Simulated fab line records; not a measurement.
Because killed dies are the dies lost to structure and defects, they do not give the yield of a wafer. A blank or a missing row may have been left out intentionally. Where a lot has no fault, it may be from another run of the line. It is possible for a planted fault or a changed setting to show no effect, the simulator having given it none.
Matching of chambers | flow nandHarc | cmp-04 running NHARC_P_BONDPAD_CMP_32: 4 sister chambers
The step polishes SiCN, target thk 200 nm. 8 wafers are shown with their chamber, then 8 later ones without.

WAFERS WITH THEIR CHAMBER
wafer  | chamber | motorCurrentA (A) | retainingRingPressureFrac
L076.2 | 2       | 11.4              | 1.004
L081.6 | 2       | 11.1              | 1.002
L083.4 | 0       | 12.7              | 0.998
L085.3 | 0       | 12.5              | 0.999
L084.2 | 1       | 10.7              | 1.000
L084.3 | 3       | 10.9              | 1.001
L084.6 | 3       | 11.0              | 0.998
L089.1 | 1       | 10.9              | 0.995

WAFERS MISSING THEIR CHAMBER
wafer  | motorCurrentA (A) | retainingRingPressureFrac
L089.4 | 11.5              | 1.003
L089.5 | 11.3              | 1.006
L091.1 | 11.5              | 0.997
L091.3 | 10.8              | 0.996
L091.5 | 12.0              | 1.000
L094.1 | 10.9              | 1.001
L094.3 | 11.0              | 1.000
L094.5 | 11.3              | 0.996

CHAMBER TAKEN BY EACH
wafer  | from the rows above          | in truth
L089.4 | 2                            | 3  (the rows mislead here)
L089.5 | 2                            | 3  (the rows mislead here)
L091.1 | can't be placed: 2 or 3 or 1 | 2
L091.3 | can't be placed: 1 or 3      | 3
L091.5 | can't be placed: 0 or 2      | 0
L094.1 | can't be placed: 3 or 1 or 2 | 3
L094.3 | can't be placed: 3 or 1 or 2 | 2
L094.5 | can't be placed: 3 or 2 or 1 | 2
Placed correctly: 0 of 8. Not placeable from these rows: 6 (in 6, the candidates include the true chamber). Placed wrongly: 2.
How it was worked out, from the rows above alone: a wafer's distance from a chamber is the root of the sum, over the readings, of the square of ((its reading less the chamber's mean) divided by the reading's scatter). The wafer belongs to the nearest chamber; if the next one is less than 2 further off, it can't be placed. The mean given for a chamber averages the wafers shown for that chamber. The scatter: the root of (the sum of the squares of (reading less its chamber's mean) over the shown wafers, divided by (wafers less chambers)).
